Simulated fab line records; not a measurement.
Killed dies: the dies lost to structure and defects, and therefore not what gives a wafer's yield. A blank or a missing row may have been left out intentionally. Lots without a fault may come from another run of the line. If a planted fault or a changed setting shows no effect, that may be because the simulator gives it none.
Split-lot experiment :: flow n5Finfet :: route with 1938 steps; 7 lots, 39 wafers read

== ON THE SPLIT ==
At N5_BEOL_M7_ALD_77 (deposits TaN, target thk 2 nm, pulse time 2 s, purge time 3 s), the setting aldCycles was moved away from the recipe's 40 on 18 of the 39 wafers read, by -60.0% to +42.5%. The other wafers ran this setting at the recipe's value.

The reading is taken at the split's own step.

== THE READING ==
TaN_of_BEOL_M7_ALD_77.thkNm (the simulator's own value, which no gauge read), in nm, at N5_BEOL_M7_ALD_77 (deposits TaN, target thk 2 nm, pulse time 2 s, purge time 3 s). No usual value for it is given in the file.

wafer: L080.1
tool, chamber at the split: aldMetal-01, 3,0
aldCycles as run: 46
against the recipe: +15.0%
TaN_of_BEOL_M7_ALD_77.thkNm, nm: 2.4
against lot-mates on the recipe: +0.4

wafer: L080.3
tool, chamber at the split: aldMetal-01, 3,0
aldCycles as run: 46
against the recipe: +15.0%
TaN_of_BEOL_M7_ALD_77.thkNm, nm: 2.4
against lot-mates on the recipe: +0.4

wafer: L080.2
tool, chamber at the split: aldMetal-01, 2,1,1
aldCycles as run: 40
against the recipe: recipe
TaN_of_BEOL_M7_ALD_77.thkNm, nm: 2
against lot-mates on the recipe: -

wafer: L080.4
tool, chamber at the split: aldMetal-01, 2,1,1
aldCycles as run: 40
against the recipe: recipe
TaN_of_BEOL_M7_ALD_77.thkNm, nm: 2
against lot-mates on the recipe: -

wafer: L080.5
tool, chamber at the split: aldMetal-01, 2,1,1
aldCycles as run: 40
against the recipe: recipe
TaN_of_BEOL_M7_ALD_77.thkNm, nm: 2
against lot-mates on the recipe: -

wafer: L080.6
tool, chamber at the split: aldMetal-01, 0
aldCycles as run: 46
against the recipe: +15.0%
TaN_of_BEOL_M7_ALD_77.thkNm, nm: 2.2
against lot-mates on the recipe: +0.2

wafer: L079.1
tool, chamber at the split: aldMetal-01, 2,0,0
aldCycles as run: 57
against the recipe: +42.5%
TaN_of_BEOL_M7_ALD_77.thkNm, nm: 2.8
against lot-mates on the recipe: +0.8

wafer: L079.2
tool, chamber at the split: aldMetal-01, 2,0,0
aldCycles as run: 57
against the recipe: +42.5%
TaN_of_BEOL_M7_ALD_77.thkNm, nm: 2.8
against lot-mates on the recipe: +0.8

wafer: L079.5
tool, chamber at the split: aldMetal-01, 2,0,0
aldCycles as run: 57
against the recipe: +42.5%
TaN_of_BEOL_M7_ALD_77.thkNm, nm: 2.8
against lot-mates on the recipe: +0.8

wafer: L079.3
tool, chamber at the split: aldMetal-01, 3,1,1
aldCycles as run: 40
against the recipe: recipe
TaN_of_BEOL_M7_ALD_77.thkNm, nm: 2
against lot-mates on the recipe: -

wafer: L079.4
tool, chamber at the split: aldMetal-01, 3,1,1
aldCycles as run: 40
against the recipe: recipe
TaN_of_BEOL_M7_ALD_77.thkNm, nm: 2
against lot-mates on the recipe: -

wafer: L079.6
tool, chamber at the split: aldMetal-01, 3,1,1
aldCycles as run: 40
against the recipe: recipe
TaN_of_BEOL_M7_ALD_77.thkNm, nm: 2
against lot-mates on the recipe: -

wafer: L082.1
tool, chamber at the split: aldMetal-02, 1,3
aldCycles as run: 30
against the recipe: -25.0%
TaN_of_BEOL_M7_ALD_77.thkNm, nm: 1.4
against lot-mates on the recipe: -0.6

wafer: L082.4
tool, chamber at the split: aldMetal-02, 1,3
aldCycles as run: 30
against the recipe: -25.0%
TaN_of_BEOL_M7_ALD_77.thkNm, nm: 1.4
against lot-mates on the recipe: -0.6

wafer: L082.2
tool, chamber at the split: aldMetal-02, 0,3,0
aldCycles as run: 40
against the recipe: recipe
TaN_of_BEOL_M7_ALD_77.thkNm, nm: 2
against lot-mates on the recipe: -

wafer: L082.5
tool, chamber at the split: aldMetal-02, 0,3,0
aldCycles as run: 40
against the recipe: recipe
TaN_of_BEOL_M7_ALD_77.thkNm, nm: 2
against lot-mates on the recipe: -

wafer: L082.6
tool, chamber at the split: aldMetal-02, 0,3,0
aldCycles as run: 40
against the recipe: recipe
TaN_of_BEOL_M7_ALD_77.thkNm, nm: 2
against lot-mates on the recipe: -

wafer: L082.3
tool, chamber at the split: aldMetal-02, 2
aldCycles as run: 30
against the recipe: -25.0%
TaN_of_BEOL_M7_ALD_77.thkNm, nm: 1.6
against lot-mates on the recipe: -0.4

wafer: L083.1
tool, chamber at the split: aldMetal-03, 0,2,1
aldCycles as run: 40
against the recipe: recipe
TaN_of_BEOL_M7_ALD_77.thkNm, nm: 2
against lot-mates on the recipe: -

wafer: L083.2
tool, chamber at the split: aldMetal-03, 0,2,1
aldCycles as run: 40
against the recipe: recipe
TaN_of_BEOL_M7_ALD_77.thkNm, nm: 2
against lot-mates on the recipe: -

wafer: L083.6
tool, chamber at the split: aldMetal-03, 0,2,1
aldCycles as run: 40
against the recipe: recipe
TaN_of_BEOL_M7_ALD_77.thkNm, nm: 2
against lot-mates on the recipe: -

wafer: L083.3
tool, chamber at the split: aldMetal-03, 3,1,2
aldCycles as run: 28
against the recipe: -30.0%
TaN_of_BEOL_M7_ALD_77.thkNm, nm: 1.4
against lot-mates on the recipe: -0.6

wafer: L083.4
tool, chamber at the split: aldMetal-03, 3,1,2
aldCycles as run: 28
against the recipe: -30.0%
TaN_of_BEOL_M7_ALD_77.thkNm, nm: 1.4
against lot-mates on the recipe: -0.6

wafer: L083.5
tool, chamber at the split: aldMetal-03, 3,1,2
aldCycles as run: 28
against the recipe: -30.0%
TaN_of_BEOL_M7_ALD_77.thkNm, nm: 1.4
against lot-mates on the recipe: -0.6

wafer: L085.1
tool, chamber at the split: aldMetal-03, 3,0,3
aldCycles as run: 40
against the recipe: recipe
TaN_of_BEOL_M7_ALD_77.thkNm, nm: 2
against lot-mates on the recipe: -

wafer: L085.5
tool, chamber at the split: aldMetal-03, 3,0,3
aldCycles as run: 40
against the recipe: recipe
TaN_of_BEOL_M7_ALD_77.thkNm, nm: 2
against lot-mates on the recipe: -

wafer: L085.6
tool, chamber at the split: aldMetal-03, 3,0,3
aldCycles as run: 40
against the recipe: recipe
TaN_of_BEOL_M7_ALD_77.thkNm, nm: 2
against lot-mates on the recipe: -

wafer: L085.2
tool, chamber at the split: aldMetal-03, 1,2,0
aldCycles as run: 16
against the recipe: -60.0%
TaN_of_BEOL_M7_ALD_77.thkNm, nm: 0.8
against lot-mates on the recipe: -1.2

wafer: L085.3
tool, chamber at the split: aldMetal-03, 1,2,0
aldCycles as run: 16
against the recipe: -60.0%
TaN_of_BEOL_M7_ALD_77.thkNm, nm: 0.8
against lot-mates on the recipe: -1.2

wafer: L085.4
tool, chamber at the split: aldMetal-03, 1,2,0
aldCycles as run: 16
against the recipe: -60.0%
TaN_of_BEOL_M7_ALD_77.thkNm, nm: 0.8
against lot-mates on the recipe: -1.2

wafer: L092.1
tool, chamber at the split: aldMetal-03, 1
aldCycles as run: 26
against the recipe: -35.0%
TaN_of_BEOL_M7_ALD_77.thkNm, nm: 1.2
against lot-mates on the recipe: -0.8

wafer: L092.2
tool, chamber at the split: aldMetal-03, 2,3,0
aldCycles as run: 40
against the recipe: recipe
TaN_of_BEOL_M7_ALD_77.thkNm, nm: 2
against lot-mates on the recipe: -

wafer: L092.3
tool, chamber at the split: aldMetal-03, 2,3,0
aldCycles as run: 40
against the recipe: recipe
TaN_of_BEOL_M7_ALD_77.thkNm, nm: 2
against lot-mates on the recipe: -

wafer: L092.4
tool, chamber at the split: aldMetal-03, 2,3,0
aldCycles as run: 40
against the recipe: recipe
TaN_of_BEOL_M7_ALD_77.thkNm, nm: 2
against lot-mates on the recipe: -

wafer: L092.5
tool, chamber at the split: aldMetal-03, 3,0
aldCycles as run: 26
against the recipe: -35.0%
TaN_of_BEOL_M7_ALD_77.thkNm, nm: 1.4
against lot-mates on the recipe: -0.6

wafer: L092.6
tool, chamber at the split: aldMetal-03, 3,0
aldCycles as run: 26
against the recipe: -35.0%
TaN_of_BEOL_M7_ALD_77.thkNm, nm: 1.4
against lot-mates on the recipe: -0.6

wafer: L095.2
tool, chamber at the split: aldMetal-01, 1,2,0
aldCycles as run: 40
against the recipe: recipe
TaN_of_BEOL_M7_ALD_77.thkNm, nm: 2
against lot-mates on the recipe: -

wafer: L095.4
tool, chamber at the split: aldMetal-01, 1,2,0
aldCycles as run: 40
against the recipe: recipe
TaN_of_BEOL_M7_ALD_77.thkNm, nm: 2
against lot-mates on the recipe: -

wafer: L095.5
tool, chamber at the split: aldMetal-01, 1,2,0
aldCycles as run: 40
against the recipe: recipe
TaN_of_BEOL_M7_ALD_77.thkNm, nm: 2
against lot-mates on the recipe: -
The file does not say which wafer passed through which chamber wherever a row lists several chambers: such a row stands for several wafers.

FIT RESULTS
A straight line over all 39 wafers: TaN_of_BEOL_M7_ALD_77.thkNm changes by +0.0197 nm for each +1% of aldCycles; r = +0.99; the points scatter about the line by 0.051 nm.
The same after taking each lot's own level away (the mean of its wafers on the recipe; 39 wafers): +0.0197 nm for each +1%; r = +0.99; scatter 0.051 nm.
On that fit, the largest move of aldCycles shifts the reading by 1.2 nm.
The lots' own levels span 2.00 to 2.00 nm.
Hence the lot-to-lot level has little effect on the slope; both slopes agree.
Check: with one of the wafers moved furthest among these (-60.0%) left out of the fit, the line predicts -1.18 nm for it against its lot-mates. It came out at -1.2 nm against them.

== FILE'S OWN FIT ==
TaN_of_BEOL_M7_ALD_77.thkNm changes by +0.0198 nm for each +1% of aldCycles, r = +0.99.
